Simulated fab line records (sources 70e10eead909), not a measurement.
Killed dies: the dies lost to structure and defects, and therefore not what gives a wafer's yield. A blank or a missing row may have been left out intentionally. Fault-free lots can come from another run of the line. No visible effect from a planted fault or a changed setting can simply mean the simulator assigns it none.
fab line records | flow nand-harc | part 1 of 2: steps 1 to 15 of 30
[record] lots = 5 | wafers = 15 | last-day = 22
route steps=1159 shown A_STAIRCASE@548
lots untouched by any fault: they come from a run of this same line in which no faults occurred
start-h: hours from the record's opening day to when the first of the lot's shown wafers began | wait-h: how many hours have passed since the lot's step before this one | " same as the row above | L1.1+2: one row covering several wafers at once | - no value present, or no start provided | * or withheld: withheld | < > ~ a bound
route shown NAME@n: NAME is a module with steps in the file, n the number in the route of the first one | usual: mean/standard deviation of fault-free wafers | same: alike in all rows | chamber/n: place in a boat | sites: the reading at each site | _std_site: how widely they spread, as a standard deviation | _edge_site: mean of outer sites minus mean of inner sites | radius-mm: for every site, how far away it sits from the centre of the wafer | mask NAME#n: copy n | behind: the last tool/chamber to shape the wafer | hold: cause of the lot's hold/its duration in hours/its outcome | device: names the non-switching transistor (n, p or np) | end of line: tests of these same wafers at the route's end | a step given without rows: its recipe and nothing more | killed: not the wafer's yield, but the dies lost to structure and defects at the first sort | map: a wafer's dies, x killed, . not, _ none there
set.NAME: the setting as run; set.NAME@STEP: as run at that earlier step | model.NAME: the simulator's own value behind a step, which no gauge read
lots at selected steps of the route; one table per step, one row per wafer
services: when a tool's chamber went out of use (start-h, in hours from the record's first day, below 0 if earlier), for how many hours, and the reason
[[steps]]
[step NHARC_A_STAIRCASE_TRIM_12]
[recipe] time-s = 211.2 | o2-flow-sccm = 500 | ar-flow-sccm = 0 | bias-w = 0 | chemistry = O2
[usual] drypump-motor-current-A = 5.7/0.34 | oes-product-au = 0.997/0.013 | rf-vpp-V = 57.8/0.96 | showerhead-plenum-p-Torr = 3.47/0.12 | throttle-valve-pct = 17.038/0.0085
lot.wafer | tool        | chamber | start-h | wait-h | drypump-motor-current-A | oes-product-au | rf-hours-counter-h | rf-vpp-V | showerhead-plenum-p-Torr | throttle-valve-pct
L078.3    | rie-diel-12 | 0       | 255.50  | 0.1    | 5.6                     | 0.979          | 14                 | 58.2     | 3.62                     | 17.036
L078.2    | "           | 1       | "       | "      | 5.9                     | 0.995          | 14                 | 58.2     | 3.41                     | 17.028
L078.5    | "           | 0       | "       | "      | 5.6                     | 0.969          | -                  | 58.2     | 3.62                     | 17.040
L079.2    | rie-diel-12 | 0       | 264.40  | 0.1    | 5.6                     | 0.974          | 19                 | 56.4     | 3.62                     | 17.045
L079.1    | "           | 2       | "       | "      | 6.1                     | 0.980          | 20                 | 59.3     | 3.70                     | 17.040
L079.5    | "           | 1       | "       | "      | 5.9                     | 0.983          | -                  | 57.9     | 3.41                     | 17.040
L082.3    | rie-diel-02 | 0       | 274.08  | 0.1    | 5.9                     | 1.005          | 46                 | 57.8     | 3.40                     | 17.042
L082.1    | "           | 1       | "       | "      | 6.0                     | 0.987          | 40                 | 56.9     | 3.31                     | 17.042
L082.4    | "           | 3       | "       | "      | 5.2                     | 1.001          | 45                 | 57.4     | 3.47                     | 17.032
L084.2    | rie-diel-02 | 1       | 297.85  | 0.1    | 6.0                     | 1.006          | 47                 | 57.6     | 3.30                     | 17.034
L084.1    | "           | 2       | "       | "      | 5.3                     | 0.991          | 52                 | 57.7     | 3.41                     | 17.048
L084.6    | "           | 2       | "       | "      | 5.3                     | 0.992          | -                  | 58.3     | 3.41                     | 17.037
L089.2    | rie-diel-02 | 3       | 319.45  | 0.1    | 5.2                     | 1.014          | 57                 | 60.0     | 3.47                     | 17.035
L089.5    | "           | 2       | "       | "      | 5.4                     | 0.991          | -                  | 58.1     | 3.41                     | 17.030
L089.6    | "           | 3       | "       | "      | 5.2                     | 1.014          | -                  | 58.0     | 3.47                     | 17.032
[step NHARC_A_STAIRCASE_ETCH_13]
[recipe] target-depth-a = 1000 | time-s = 40.5 | ion-energy-ev = 400 | c4f8-flow-sccm = 20 | o2-flow-sccm = 10 | ar-flow-sccm = withheld | rf-w = 600 | bias-w = 1000 | chemistry = C4F8/O2
[usual] oes-product-au = 0.938/0.017 | rf-vpp-V = 894/4.5
lot.wafer | tool        | chamber | start-h | wait-h | oes-product-au | rf-hours-counter-h | rf-vpp-V
L078.2    | rie-diel-12 | 3       | -       | -      | 0.965          | 14                 | 899
L078.3    | "           | 2       | "       | "      | 0.928          | 15                 | 902
L078.5    | "           | 3       | "       | "      | 0.957          | -                  | 897
L079.2    | rie-diel-12 | 0       | -       | -      | 0.929          | 19                 | 900
L079.1    | "           | 2       | "       | "      | 0.946          | 20                 | 901
L079.5    | "           | 0       | "       | "      | 0.916          | -                  | 900
L082.1    | rie-diel-02 | 3       | -       | -      | 0.946          | 45                 | 895
L082.4    | "           | 0       | "       | "      | 0.938          | 46                 | 891
L082.3    | "           | 1       | "       | "      | 0.942          | 40                 | 886
L084.1    | rie-diel-02 | 3       | -       | -      | 0.941          | 50                 | 894
L084.2    | "           | 0       | "       | "      | 0.926          | 54                 | 892
L084.6    | "           | 3       | "       | "      | 0.940          | -                  | 894
L089.2    | rie-diel-02 | 1       | -       | -      | 0.941          | 54                 | 889
L089.6    | "           | 1       | "       | "      | 0.943          | -                  | 887
L089.5    | "           | 2       | "       | "      | 0.934          | -                  | 892
[step NHARC_A_STAIRCASE_TRIM_14]
[recipe] time-s = 211.2 | o2-flow-sccm = 500 | ar-flow-sccm = 0 | bias-w = 0 | chemistry = O2
[usual] drypump-motor-current-A = 5.6/0.35 | oes-product-au = 0.999/0.014 | rf-vpp-V = 57.6/0.94 | showerhead-plenum-p-Torr = 3.47/0.12 | throttle-valve-pct = 17.035/0.0097
lot.wafer | tool        | chamber | start-h | wait-h | drypump-motor-current-A | oes-product-au | rf-hours-counter-h | rf-vpp-V | showerhead-plenum-p-Torr | throttle-valve-pct
L078.2    | rie-diel-12 | 0       | -       | -      | 5.6                     | 0.976          | 14                 | 59.0     | 3.62                     | 17.038
L078.3    | "           | 3       | "       | "      | 5.3                     | 1.009          | 14                 | 58.1     | 3.60                     | 17.030
L078.5    | "           | 0       | "       | "      | 5.6                     | 0.978          | -                  | 58.5     | 3.62                     | 17.045
L079.2    | rie-diel-12 | 2       | -       | -      | 6.1                     | 0.985          | 20                 | 58.7     | 3.70                     | 17.049
L079.1    | "           | 1       | "       | "      | 5.9                     | 1.003          | 21                 | 57.0     | 3.41                     | 17.038
L079.5    | "           | 3       | "       | "      | 5.3                     | 1.016          | -                  | 57.2     | 3.60                     | 17.051
L082.1    | rie-diel-02 | 1       | -       | -      | 6.0                     | 1.010          | 40                 | 58.8     | 3.31                     | 17.026
L082.4    | "           | 2       | "       | "      | 5.3                     | 0.993          | 45                 | 56.8     | 3.41                     | 17.035
L082.3    | "           | 3       | "       | "      | 5.2                     | 1.004          | 45                 | 58.5     | 3.47                     | 17.036
L084.2    | rie-diel-02 | 1       | -       | -      | 6.0                     | 0.995          | 47                 | 56.5     | 3.30                     | 17.034
L084.1    | "           | 3       | "       | "      | 5.2                     | 0.999          | 50                 | 56.6     | 3.47                     | 17.026
L084.6    | "           | 1       | "       | "      | 6.0                     | 0.993          | -                  | 56.0     | 3.30                     | 17.034
L089.2    | rie-diel-02 | 3       | -       | -      | 5.2                     | 1.020          | 59                 | 57.7     | 3.46                     | 17.035
L089.5    | "           | 3       | "       | "      | 5.2                     | 1.015          | -                  | 57.5     | 3.46                     | 17.027
L089.6    | "           | 0       | "       | "      | 5.9                     | 1.001          | -                  | 57.9     | 3.39                     | 17.037
[step NHARC_A_STAIRCASE_ETCH_15]
[recipe] target-depth-a = 1000 | time-s = 40.5 | ion-energy-ev = 400 | c4f8-flow-sccm = 20 | o2-flow-sccm = 10 | ar-flow-sccm = withheld | rf-w = 600 | bias-w = 1000 | chemistry = C4F8/O2
[usual] oes-product-au = 0.941/0.015 | rf-vpp-V = 894/4.5
lot.wafer | tool        | chamber | start-h | wait-h | oes-product-au | rf-hours-counter-h | rf-vpp-V
L078.2    | rie-diel-12 | 2       | -       | -      | 0.933          | 15                 | 902
L078.3    | "           | 1       | "       | "      | 0.933          | 14                 | 890
L078.5    | "           | 3       | "       | "      | 0.965          | -                  | 899
L079.2    | rie-diel-12 | 2       | -       | -      | 0.934          | 21                 | 903
L079.1    | "           | 0       | "       | "      | 0.927          | 19                 | 900
L079.5    | "           | 2       | "       | "      | 0.927          | -                  | 902
L082.3    | rie-diel-02 | 2       | -       | -      | 0.928          | 45                 | 893
L082.1    | "           | 3       | "       | "      | 0.937          | 45                 | 893
L082.4    | "           | 1       | "       | "      | 0.938          | 40                 | 888
L084.2    | rie-diel-02 | 0       | -       | -      | 0.939          | 54                 | 892
L084.1    | "           | 1       | "       | "      | 0.933          | 47                 | 887
L084.6    | "           | 0       | "       | "      | 0.928          | -                  | 891
L089.2    | rie-diel-02 | 3       | -       | -      | 0.944          | 59                 | 893
L089.5    | "           | 0       | "       | "      | 0.944          | -                  | 891
L089.6    | "           | 1       | "       | "      | 0.943          | -                  | 888
[step NHARC_A_STAIRCASE_TRIM_16]
[recipe] time-s = 211.2 | o2-flow-sccm = 500 | ar-flow-sccm = 0 | bias-w = 0 | chemistry = O2
[usual] drypump-motor-current-A = 5.6/0.35 | oes-product-au = 1.000/0.014 | rf-vpp-V = 57.6/0.93 | showerhead-plenum-p-Torr = 3.47/0.12 | throttle-valve-pct = 17.037/0.0088
lot.wafer | tool        | chamber | start-h | wait-h | drypump-motor-current-A | oes-product-au | rf-hours-counter-h | rf-vpp-V | showerhead-plenum-p-Torr | throttle-valve-pct
L078.3    | rie-diel-12 | 3       | -       | -      | 5.3                     | 1.015          | 14                 | 58.8     | 3.60                     | 17.038
L078.2    | "           | 0       | "       | "      | 5.6                     | 0.991          | 14                 | 58.8     | 3.62                     | 17.031
L078.5    | "           | 2       | "       | "      | 6.1                     | 0.986          | -                  | 57.5     | 3.70                     | 17.043
L079.1    | rie-diel-12 | 1       | -       | -      | 5.9                     | 1.001          | 21                 | 58.3     | 3.41                     | 17.046
L079.2    | "           | 3       | "       | "      | 5.3                     | 1.006          | 18                 | 58.4     | 3.60                     | 17.028
L079.5    | "           | 1       | "       | "      | 5.9                     | 0.988          | -                  | 56.6     | 3.41                     | 17.040
L082.4    | rie-diel-02 | 1       | -       | -      | 6.0                     | 0.996          | 40                 | 57.7     | 3.31                     | 17.026
L082.1    | "           | 2       | "       | "      | 5.4                     | 0.995          | 45                 | 58.1     | 3.42                     | 17.063
L082.3    | "           | 0       | "       | "      | 5.8                     | 1.010          | 46                 | 56.6     | 3.40                     | 17.043
L084.2    | rie-diel-02 | 2       | -       | -      | 5.3                     | 0.999          | 52                 | 57.4     | 3.41                     | 17.032
L084.1    | "           | 3       | "       | "      | 5.2                     | 1.012          | 50                 | 58.8     | 3.47                     | 17.039
L084.6    | "           | 2       | "       | "      | 5.3                     | 0.999          | -                  | 59.4     | 3.41                     | 17.039
L089.2    | rie-diel-02 | 3       | -       | -      | 5.2                     | 1.010          | 59                 | 55.1     | 3.46                     | 17.034
L089.5    | "           | 1       | "       | "      | 6.0                     | 1.009          | -                  | 58.0     | 3.30                     | 17.028
L089.6    | "           | 2       | "       | "      | 5.3                     | 0.996          | -                  | 58.5     | 3.41                     | 17.024
[step NHARC_A_STAIRCASE_ETCH_17]
[recipe] target-depth-a = 1000 | time-s = 40.5 | ion-energy-ev = 400 | c4f8-flow-sccm = 20 | o2-flow-sccm = 10 | ar-flow-sccm = withheld | rf-w = 600 | bias-w = 1000 | chemistry = C4F8/O2
[usual] oes-product-au = 0.940/0.014 | rf-vpp-V = 894/4.4
lot.wafer | tool        | chamber | start-h | wait-h | oes-product-au | rf-hours-counter-h | rf-vpp-V
L078.2    | rie-diel-12 | 1       | -       | -      | 0.941          | 14                 | 891
L078.3    | "           | 0       | "       | "      | 0.926          | 14                 | 899
L078.5    | "           | 1       | "       | "      | 0.949          | -                  | 893
L079.2    | rie-diel-12 | 1       | -       | -      | 0.923          | 21                 | 892
L079.1    | "           | 0       | "       | "      | 0.900          | 19                 | 900
L079.5    | "           | 1       | "       | "      | 0.918          | -                  | 891
L082.3    | rie-diel-02 | 1       | -       | -      | 0.946          | 40                 | 888
L082.4    | "           | 3       | "       | "      | 0.947          | 45                 | 895
L082.1    | "           | 0       | "       | "      | 0.952          | 46                 | 890
L084.1    | rie-diel-02 | 3       | -       | -      | 0.955          | 50                 | 894
L084.2    | "           | 1       | "       | "      | 0.942          | 47                 | 887
L084.6    | "           | 2       | "       | "      | 0.926          | -                  | 892
L089.2    | rie-diel-02 | 3       | -       | -      | 0.933          | 59                 | 894
L089.6    | "           | 0       | "       | "      | 0.943          | -                  | 892
L089.5    | "           | 1       | "       | "      | 0.936          | -                  | 887
[step NHARC_A_STAIRCASE_TRIM_18]
[recipe] time-s = 211.2 | o2-flow-sccm = 500 | ar-flow-sccm = 0 | bias-w = 0 | chemistry = O2
[usual] drypump-motor-current-A = 5.6/0.34 | oes-product-au = 0.999/0.015 | rf-vpp-V = 57.5/0.95 | showerhead-plenum-p-Torr = 3.47/0.12 | throttle-valve-pct = 17.037/0.0088
lot.wafer | tool        | chamber | start-h | wait-h | drypump-motor-current-A | oes-product-au | rf-hours-counter-h | rf-vpp-V | showerhead-plenum-p-Torr | throttle-valve-pct
L078.2    | rie-diel-12 | 1       | -       | -      | 5.9                     | 0.989          | 14                 | 56.9     | 3.41                     | 17.058
L078.3    | "           | 2       | "       | "      | 6.1                     | 0.984          | 15                 | 59.3     | 3.70                     | 17.031
L078.5    | "           | 0       | "       | "      | 5.6                     | 0.973          | -                  | 57.8     | 3.62                     | 17.039
L079.1    | rie-diel-12 | 0       | -       | -      | 5.6                     | 0.977          | 19                 | 57.4     | 3.62                     | 17.049
L079.2    | "           | 1       | "       | "      | 5.9                     | 0.990          | 21                 | 57.4     | 3.41                     | 17.035
L079.5    | "           | 0       | "       | "      | 5.6                     | 0.974          | -                  | 58.2     | 3.62                     | 17.024
L082.3    | rie-diel-02 | 0       | -       | -      | 5.8                     | 0.996          | 46                 | 58.7     | 3.40                     | 17.046
L082.4    | "           | 1       | "       | "      | 6.0                     | 1.003          | 41                 | 56.6     | 3.31                     | 17.039
L082.1    | "           | 2       | "       | "      | 5.3                     | 0.989          | 45                 | 57.3     | 3.41                     | 17.057
L084.1    | rie-diel-02 | 1       | -       | -      | 6.0                     | 1.007          | 47                 | 56.4     | 3.30                     | 17.043
L084.2    | "           | 3       | "       | "      | 5.2                     | 1.004          | 51                 | 56.6     | 3.47                     | 17.031
L084.6    | "           | 1       | "       | "      | 6.0                     | 1.003          | -                  | 57.2     | 3.30                     | 17.045
L089.2    | rie-diel-02 | 0       | -       | -      | 5.9                     | 1.008          | 62                 | 57.7     | 3.39                     | 17.032
L089.5    | "           | 2       | "       | "      | 5.3                     | 1.005          | -                  | 56.7     | 3.41                     | 17.026
L089.6    | "           | 3       | "       | "      | 5.2                     | 1.024          | -                  | 58.2     | 3.46                     | 17.016
[step NHARC_A_STAIRCASE_ETCH_19]
[recipe] target-depth-a = 1000 | time-s = 40.5 | ion-energy-ev = 400 | c4f8-flow-sccm = 20 | o2-flow-sccm = 10 | ar-flow-sccm = withheld | rf-w = 600 | bias-w = 1000 | chemistry = C4F8/O2
[usual] oes-product-au = 0.940/0.013 | rf-vpp-V = 894/4.3
lot.wafer | tool        | chamber | start-h | wait-h | oes-product-au | rf-hours-counter-h | rf-vpp-V
L078.3    | rie-diel-12 | 0       | -       | -      | 0.904          | 16                 | 900
L078.2    | "           | 2       | "       | "      | 0.937          | 16                 | 902
L078.5    | "           | 0       | "       | "      | 0.904          | -                  | 900
L079.2    | rie-diel-12 | 2       | -       | -      | 0.927          | 21                 | 902
L079.1    | "           | 3       | "       | "      | 0.962          | 18                 | 900
L079.5    | "           | 0       | "       | "      | 0.918          | -                  | 899
L082.1    | rie-diel-02 | 1       | -       | -      | 0.945          | 41                 | 888
L082.3    | "           | 2       | "       | "      | 0.947          | 45                 | 891
L082.4    | "           | 3       | "       | "      | 0.942          | 45                 | 893
L084.2    | rie-diel-02 | 3       | -       | -      | 0.951          | 51                 | 895
L084.1    | "           | 1       | "       | "      | 0.937          | 47                 | 888
L084.6    | "           | 0       | "       | "      | 0.948          | -                  | 892
L089.2    | rie-diel-02 | 0       | -       | -      | 0.933          | 62                 | 891
L089.6    | "           | 2       | "       | "      | 0.922          | -                  | 892
L089.5    | "           | 3       | "       | "      | 0.941          | -                  | 893
[step NHARC_A_STAIRCASE_TRIM_20]
[recipe] time-s = 211.2 | o2-flow-sccm = 500 | ar-flow-sccm = 0 | bias-w = 0 | chemistry = O2
[usual] drypump-motor-current-A = 5.6/0.36 | oes-product-au = 0.998/0.014 | rf-vpp-V = 57.7/0.89 | showerhead-plenum-p-Torr = 3.50/0.12 | throttle-valve-pct = 17.037/0.0087
lot.wafer | tool        | chamber | start-h | wait-h | drypump-motor-current-A | oes-product-au | rf-hours-counter-h | rf-vpp-V | showerhead-plenum-p-Torr | throttle-valve-pct
L078.3    | rie-diel-12 | 2       | 257.92  | 0.1    | 6.1                     | 0.985          | 16                 | 59.2     | 3.70                     | 17.027
L078.2    | "           | 0       | "       | "      | 5.6                     | 0.979          | 16                 | 57.9     | 3.62                     | 17.031
L078.5    | "           | 1       | "       | "      | 5.9                     | 0.991          | -                  | 58.7     | 3.41                     | 17.028
L079.1    | rie-diel-12 | 2       | 265.46  | 0.1    | 6.1                     | 0.984          | 21                 | 57.3     | 3.70                     | 17.046
L079.2    | "           | 0       | "       | "      | 5.6                     | 0.980          | 20                 | 57.4     | 3.62                     | 17.033
L079.5    | "           | 2       | "       | "      | 6.1                     | 0.980          | -                  | 58.4     | 3.70                     | 17.023
L082.3    | rie-diel-02 | 1       | 275.16  | 0.1    | 6.0                     | 1.009          | 41                 | 56.8     | 3.31                     | 17.043
L082.4    | "           | 2       | "       | "      | 5.3                     | 0.998          | 45                 | 58.7     | 3.42                     | 17.019
L082.1    | "           | 3       | "       | "      | 5.2                     | 1.004          | 45                 | 57.7     | 3.47                     | 17.062
L084.2    | rie-diel-02 | 1       | 298.92  | 0.1    | 6.0                     | 1.005          | 47                 | 58.2     | 3.30                     | 17.038
L084.1    | "           | 2       | "       | "      | 5.3                     | 1.004          | 52                 | 58.1     | 3.41                     | 17.021
L084.6    | "           | 3       | "       | "      | 5.2                     | 1.011          | -                  | 57.9     | 3.47                     | 17.031
L089.2    | rie-diel-12 | 1       | 322.19  | 0.1    | 5.9                     | 1.004          | 41                 | 57.1     | 3.40                     | 17.045
L089.6    | "           | 1       | "       | "      | 5.9                     | 1.003          | -                  | 56.4     | 3.40                     | 17.041
L089.5    | "           | 2       | "       | "      | 6.1                     | 0.976          | -                  | 58.3     | 3.69                     | 17.039
[step NHARC_A_STAIRCASE_ETCH_21]
[recipe] target-depth-a = 1000 | time-s = 40.5 | ion-energy-ev = 400 | c4f8-flow-sccm = 20 | o2-flow-sccm = 10 | ar-flow-sccm = withheld | rf-w = 600 | bias-w = 1000 | chemistry = C4F8/O2
[usual] oes-product-au = 0.948/0.018 | rf-vpp-V = 895/4.5
lot.wafer | tool        | chamber | start-h | wait-h | oes-product-au | rf-hours-counter-h | rf-vpp-V
L078.3    | rie-diel-12 | 2       | -       | -      | 0.930          | 16                 | 901
L078.2    | "           | 3       | "       | "      | 0.964          | 15                 | 899
L078.5    | "           | 3       | "       | "      | 0.953          | -                  | 897
L079.1    | rie-diel-12 | 1       | -       | -      | 0.934          | 21                 | 892
L079.2    | "           | 2       | "       | "      | 0.921          | 21                 | 902
L079.5    | "           | 1       | "       | "      | 0.923          | -                  | 892
L082.1    | rie-diel-02 | 3       | -       | -      | 0.938          | 45                 | 894
L082.3    | "           | 0       | "       | "      | 0.938          | 46                 | 891
L082.4    | "           | 2       | "       | "      | 0.940          | 45                 | 891
L084.1    | rie-diel-02 | 1       | -       | -      | 0.933          | 47                 | 888
L084.2    | "           | 3       | "       | "      | 0.935          | 51                 | 894
L084.6    | "           | 1       | "       | "      | 0.937          | -                  | 887
L089.2    | rie-diel-12 | 1       | -       | -      | 0.937          | 41                 | 892
L089.6    | "           | 0       | "       | "      | 0.923          | -                  | 899
L089.5    | "           | 1       | "       | "      | 0.934          | -                  | 890
[step NHARC_A_STAIRCASE_TRIM_22]
[recipe] time-s = 211.2 | o2-flow-sccm = 500 | ar-flow-sccm = 0 | bias-w = 0 | chemistry = O2
[usual] drypump-motor-current-A = 5.6/0.37 | oes-product-au = 1.000/0.016 | rf-vpp-V = 57.6/0.87 | showerhead-plenum-p-Torr = 3.51/0.12 | throttle-valve-pct = 17.036/0.009
lot.wafer | tool        | chamber | start-h | wait-h | drypump-motor-current-A | oes-product-au | rf-hours-counter-h | rf-vpp-V | showerhead-plenum-p-Torr | throttle-valve-pct
L078.2    | rie-diel-12 | 3       | -       | -      | 5.3                     | 1.011          | 15                 | 57.6     | 3.60                     | 17.028
L078.3    | "           | 0       | "       | "      | 5.6                     | 0.966          | 16                 | 58.8     | 3.62                     | 17.037
L078.5    | "           | 2       | "       | "      | 6.1                     | 0.980          | -                  | 57.0     | 3.70                     | 17.043
L079.1    | rie-diel-12 | 3       | -       | -      | 5.3                     | 1.017          | 18                 | 57.1     | 3.60                     | 17.038
L079.2    | "           | 0       | "       | "      | 5.6                     | 0.979          | 20                 | 57.9     | 3.62                     | 17.020
L079.5    | "           | 1       | "       | "      | 5.9                     | 1.002          | -                  | 56.9     | 3.41                     | 17.032
L082.3    | rie-diel-02 | 1       | -       | -      | 6.0                     | 1.005          | 41                 | 57.3     | 3.31                     | 17.046
L082.4    | "           | 2       | "       | "      | 5.4                     | 1.006          | 45                 | 55.9     | 3.42                     | 17.036
L082.1    | "           | 3       | "       | "      | 5.2                     | 1.008          | 45                 | 58.6     | 3.47                     | 17.033
L084.1    | rie-diel-02 | 2       | -       | -      | 5.3                     | 0.999          | 52                 | 57.5     | 3.41                     | 17.044
L084.2    | "           | 1       | "       | "      | 6.0                     | 1.000          | 47                 | 57.5     | 3.30                     | 17.024
L084.6    | "           | 3       | "       | "      | 5.2                     | 1.007          | -                  | 57.5     | 3.47                     | 17.032
L089.2    | rie-diel-12 | 2       | -       | -      | 6.1                     | 0.973          | 39                 | 58.2     | 3.69                     | 17.033
L089.5    | "           | 3       | "       | "      | 5.3                     | 0.997          | -                  | 57.1     | 3.59                     | 17.035
L089.6    | "           | 0       | "       | "      | 5.6                     | 0.978          | -                  | 57.1     | 3.60                     | 17.038
[step NHARC_A_STAIRCASE_ETCH_23]
[recipe] target-depth-a = 1000 | time-s = 40.5 | ion-energy-ev = 400 | c4f8-flow-sccm = 20 | o2-flow-sccm = 10 | ar-flow-sccm = withheld | rf-w = 600 | bias-w = 1000 | chemistry = C4F8/O2
[usual] oes-product-au = 0.943/0.016 | rf-vpp-V = 895/4.6
lot.wafer | tool        | chamber | start-h | wait-h | oes-product-au | rf-hours-counter-h | rf-vpp-V
L078.2    | rie-diel-12 | 2       | -       | -      | 0.927          | 17                 | 903
L078.3    | "           | 3       | "       | "      | 0.957          | 15                 | 897
L078.5    | "           | 1       | "       | "      | 0.932          | -                  | 891
L079.1    | rie-diel-12 | 3       | -       | -      | 0.947          | 18                 | 899
L079.2    | "           | 0       | "       | "      | 0.919          | 20                 | 900
L079.5    | "           | 1       | "       | "      | 0.932          | -                  | 891
L082.1    | rie-diel-02 | 3       | -       | -      | 0.969          | 45                 | 895
L082.3    | "           | 1       | "       | "      | 0.949          | 41                 | 887
L082.4    | "           | 2       | "       | "      | 0.936          | 45                 | 892
L084.1    | rie-diel-02 | 3       | -       | -      | 0.944          | 51                 | 893
L084.2    | "           | 0       | "       | "      | 0.941          | 54                 | 890
L084.6    | "           | 1       | "       | "      | 0.955          | -                  | 886
L089.2    | rie-diel-12 | 1       | -       | -      | 0.949          | 41                 | 891
L089.5    | "           | 0       | "       | "      | 0.916          | -                  | 898
L089.6    | "           | 1       | "       | "      | 0.950          | -                  | 890
[step NHARC_A_STAIRCASE_TRIM_24]
[recipe] time-s = 211.2 | o2-flow-sccm = 500 | ar-flow-sccm = 0 | bias-w = 0 | chemistry = O2
[usual] drypump-motor-current-A = 5.6/0.37 | oes-product-au = 0.997/0.014 | rf-vpp-V = 57.8/0.88 | showerhead-plenum-p-Torr = 3.51/0.12 | throttle-valve-pct = 17.038/0.0093
lot.wafer | tool        | chamber | start-h | wait-h | drypump-motor-current-A | oes-product-au | rf-hours-counter-h | rf-vpp-V | showerhead-plenum-p-Torr | throttle-valve-pct
L078.3    | rie-diel-12 | 1       | -       | -      | 5.9                     | 1.000          | 17                 | 58.0     | 3.41                     | 17.023
L078.2    | "           | 3       | "       | "      | 5.3                     | 1.013          | 15                 | 57.5     | 3.60                     | 17.031
L078.5    | "           | 2       | "       | "      | 6.1                     | 0.993          | -                  | 58.5     | 3.70                     | 17.039
L079.2    | rie-diel-12 | 1       | -       | -      | 5.9                     | 0.985          | 22                 | 56.7     | 3.41                     | 17.048
L079.1    | "           | 2       | "       | "      | 6.1                     | 0.993          | 21                 | 57.1     | 3.70                     | 17.046
L079.5    | "           | 1       | "       | "      | 5.9                     | 0.999          | -                  | 57.2     | 3.41                     | 17.041
L082.3    | rie-diel-02 | 3       | -       | -      | 5.2                     | 1.005          | 45                 | 58.0     | 3.47                     | 17.046
L082.1    | "           | 0       | "       | "      | 5.8                     | 1.004          | 46                 | 58.2     | 3.40                     | 17.046
L082.4    | "           | 1       | "       | "      | 6.0                     | 1.010          | 41                 | 58.7     | 3.31                     | 17.038
L084.2    | rie-diel-02 | 2       | -       | -      | 5.3                     | 0.983          | 53                 | 56.3     | 3.41                     | 17.030
L084.1    | "           | 3       | "       | "      | 5.2                     | 1.008          | 51                 | 58.7     | 3.47                     | 17.036
L084.6    | "           | 2       | "       | "      | 5.3                     | 0.994          | -                  | 58.3     | 3.41                     | 17.046
L089.2    | rie-diel-12 | 1       | -       | -      | 5.9                     | 1.015          | 41                 | 57.7     | 3.40                     | 17.027
L089.5    | "           | 3       | "       | "      | 5.3                     | 0.995          | -                  | 57.9     | 3.59                     | 17.042
L089.6    | "           | 0       | "       | "      | 5.6                     | 0.993          | -                  | 56.9     | 3.60                     | 17.034
[step NHARC_A_STAIRCASE_ETCH_25]
[recipe] target-depth-a = 1000 | time-s = 40.5 | ion-energy-ev = 400 | c4f8-flow-sccm = 20 | o2-flow-sccm = 10 | ar-flow-sccm = withheld | rf-w = 600 | bias-w = 1000 | chemistry = C4F8/O2
[usual] oes-product-au = 0.941/0.015 | rf-vpp-V = 895/4.5
lot.wafer | tool        | chamber | start-h | wait-h | oes-product-au | rf-hours-counter-h | rf-vpp-V
L078.3    | rie-diel-12 | 0       | -       | -      | 0.921          | 16                 | 901
L078.2    | "           | 2       | "       | "      | 0.926          | 17                 | 903
L078.5    | "           | 1       | "       | "      | 0.939          | -                  | 892
L079.2    | rie-diel-12 | 1       | -       | -      | 0.938          | 22                 | 892
L079.1    | "           | 3       | "       | "      | 0.960          | 19                 | 899
L079.5    | "           | 1       | "       | "      | 0.928          | -                  | 891
L082.1    | rie-diel-02 | 0       | -       | -      | 0.938          | 47                 | 891
L082.4    | "           | 2       | "       | "      | 0.930          | 45                 | 893
L082.3    | "           | 3       | "       | "      | 0.932          | 45                 | 894
L084.1    | rie-diel-02 | 3       | -       | -      | 0.933          | 51                 | 894
L084.2    | "           | 0       | "       | "      | 0.943          | 54                 | 891
L084.6    | "           | 1       | "       | "      | 0.953          | -                  | 887
L089.2    | rie-diel-12 | 0       | -       | -      | 0.922          | 41                 | 900
L089.5    | "           | 2       | "       | "      | 0.916          | -                  | 902
L089.6    | "           | 3       | "       | "      | 0.925          | -                  | 898
[step NHARC_A_STAIRCASE_TRIM_26]
[recipe] time-s = 211.2 | o2-flow-sccm = 500 | ar-flow-sccm = 0 | bias-w = 0 | chemistry = O2
[usual] drypump-motor-current-A = 5.6/0.36 | oes-product-au = 0.997/0.014 | rf-vpp-V = 57.6/0.87 | showerhead-plenum-p-Torr = 3.51/0.12 | throttle-valve-pct = 17.036/0.0089
lot.wafer | tool        | chamber | start-h | wait-h | drypump-motor-current-A | oes-product-au | rf-hours-counter-h | rf-vpp-V | showerhead-plenum-p-Torr | throttle-valve-pct
L078.3    | rie-diel-12 | 3       | -       | -      | 5.3                     | 0.999          | 15                 | 56.4     | 3.60                     | 17.043
L078.2    | "           | 1       | "       | "      | 5.9                     | 0.980          | 17                 | 56.3     | 3.41                     | 17.023
L078.5    | "           | 0       | "       | "      | 5.6                     | 0.959          | -                  | 57.7     | 3.62                     | 17.036
L079.2    | rie-diel-12 | 3       | -       | -      | 5.3                     | 1.015          | 19                 | 59.9     | 3.60                     | 17.037
L079.1    | "           | 1       | "       | "      | 5.9                     | 0.998          | 22                 | 57.8     | 3.41                     | 17.020
L079.5    | "           | 0       | "       | "      | 5.6                     | 0.972          | -                  | 58.3     | 3.62                     | 17.040
L082.4    | rie-diel-02 | 2       | -       | -      | 5.3                     | 0.997          | 45                 | 58.2     | 3.41                     | 17.040
L082.3    | "           | 0       | "       | "      | 5.8                     | 1.000          | 47                 | 57.1     | 3.40                     | 17.027
L082.1    | "           | 1       | "       | "      | 6.0                     | 1.003          | 41                 | 58.2     | 3.31                     | 17.038
L084.1    | rie-diel-02 | 2       | -       | -      | 5.3                     | 1.000          | 53                 | 57.8     | 3.41                     | 17.034
L084.2    | "           | 3       | "       | "      | 5.2                     | 1.008          | 51                 | 56.9     | 3.47                     | 17.055
L084.6    | "           | 0       | "       | "      | 5.8                     | 1.008          | -                  | 58.2     | 3.40                     | 17.038
L089.2    | rie-diel-12 | 1       | -       | -      | 5.9                     | 0.988          | 41                 | 56.8     | 3.40                     | 17.028
L089.6    | "           | 0       | "       | "      | 5.6                     | 0.975          | -                  | 57.8     | 3.60                     | 17.048
L089.5    | "           | 1       | "       | "      | 5.9                     | 1.001          | -                  | 57.3     | 3.40                     | 17.028
